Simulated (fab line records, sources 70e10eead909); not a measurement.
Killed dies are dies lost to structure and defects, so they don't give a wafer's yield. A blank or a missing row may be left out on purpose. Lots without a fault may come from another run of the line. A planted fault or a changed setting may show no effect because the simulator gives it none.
Problem report in the 8D (eight disciplines) form, filled by code | flow nand_harc | the parts of the form that need people (team, actions taken, sign-off) are left out

1. THE PROBLEM
time_to_endpoint_s at NHARC_A_SGD_CUT_CMP_21 reads a mean of 61.7 s on 1 wafer of 1 lot; wafers without a fault read 50.3 s with a standard deviation of 2.4. That is +4.8 standard deviations from the usual mean.
The step: polishes, target thk 148.19 nm.
First seen on wafer L188.1, day 25 18:17, on cmp-04. The record holds 33 wafers of 11 lots with a number at this step. Rule for "out", or "out of limits": more than 4 standard deviations from the usual mean. The other wafers with a number count as sound.

2. WHAT IT IS AND WHAT IT IS NOT
question                    | is                 | is not
which readings at this step | time_to_endpoint_s | motor_current_A, retaining_ring_pressure_frac
which lots                  | L188               | L172, L175, L176, L177, L179, L181, L183, L184, L187, L195
which wafers of those lots  | L188.1             | L188.2, L188.3
read on which tools         | cmp-04             | cmp-01, cmp-03
when                        | from day 25 18:17  | up to then (29 sound wafers); but 3 sound wafers of L195 came after

3. SUSPECTS, AND WHAT RULES EACH OUT
Counting: a tool at a process step up to the reading stays a suspect if it ran every lot that is out. Sound lots after the first of them don't rule it out here, since some wafers of a struck lot are sound.
- pecvd-03 at NHARC_A_SGD_CUT_DEP_00 (deposits SiNx, target thk 50 nm): kept. It ran the lot that is out, L188 (day 25 10:19); its last sound lot up to then is L177 (day 21 12:26).
- rie_diel-01 at NHARC_A_SGD_CUT_DESCUM_14 (chemistry O2, time 3 s): kept. It ran the lot that is out, L188 (day 25 11:13); its last sound lot up to then is L183 (day 23 19:00).
- rie_diel-01 at NHARC_A_SGD_CUT_ETCH_15 (etches the open film in CH3F/O2, target depth 75 nm, time 64.3 s): kept. It ran the lot that is out, L188 (day 25 12:20); its last sound lot up to then is L183 (day 23 20:10). NHARC_A_SGD_CUT_ETCH_15 gives no start for some lots, so the hours and the order of its lots are those of NHARC_A_SGD_CUT_DEP_20.
- fcvd-02 at NHARC_A_SGD_CUT_DEP_20 (deposits SiO2, target thk 150 nm): kept. It ran the lot that is out, L188 (day 25 12:20); its last sound lot up to then is L183 (day 23 20:10).
- cmp-04 at NHARC_A_SGD_CUT_CMP_21 (polishes, target thk 148.19 nm): kept. It ran the lot that is out, L188 (day 25 18:17); its last sound lot up to then is L187 (day 24 19:07). Its own readings are out on those wafers: time_to_endpoint_s.
- Within pecvd-03 at NHARC_A_SGD_CUT_DEP_00: the wafers that are out ran in chamber 0; their sound lot-mates ran in chambers 1, 2.
- Within rie_diel-01 at NHARC_A_SGD_CUT_DESCUM_14: the wafers that are out ran in chamber 3; their sound lot-mates ran in chambers 0, 2.
- Within rie_diel-01 at NHARC_A_SGD_CUT_ETCH_15: the wafers that are out ran in chamber 3; their sound lot-mates ran in chambers 1, 2.
- Within cmp-04 at NHARC_A_SGD_CUT_CMP_21: the wafers that are out ran in chamber 2; their sound lot-mates ran in chambers 1, 3.
Left after counting: pecvd-03 at NHARC_A_SGD_CUT_DEP_00, rie_diel-01 at NHARC_A_SGD_CUT_DESCUM_14, rie_diel-01 at NHARC_A_SGD_CUT_ETCH_15, fcvd-02 at NHARC_A_SGD_CUT_DEP_20, cmp-04 at NHARC_A_SGD_CUT_CMP_21.

4. THE CAUSE (what the simulator had put in)
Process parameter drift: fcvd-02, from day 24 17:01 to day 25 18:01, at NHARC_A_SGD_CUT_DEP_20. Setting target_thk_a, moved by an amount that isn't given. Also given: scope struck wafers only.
Counting left 5 suspects, and this tool is among them.

5. THE CHAIN OF EFFECTS, in route order
Each row: a reading whose mean over the struck wafers that have a number lies more than 3 standard deviations from the usual. Only readings for which the record gives a usual standard deviation are gone through. hours: the time from each lot's start at the first step in this table that gives one to its start at this step, as a median over the lots. sigmas: the change in usual standard deviations.
hours | step                   | reading            | usual  | on struck wafers | change | sigmas
0     | NHARC_A_SGD_CUT_CMP_21 | time_to_endpoint_s | 50.3 s | 61.7             | +11.4  | +4.8
The process steps in it:
- NHARC_A_SGD_CUT_CMP_21: polishes, target thk 148.19 nm.

6. WHAT WOULD HAVE CAUGHT IT SOONER
In this record the first reading out of limits was taken at day 25 18:17, 25 hours after the fault began at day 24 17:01.
All the lots that are out (1) had begun NHARC_A_SGD_CUT_DEP_20 on fcvd-02 by day 25 18:17. A hold on the tool at that time would have spared none of them.
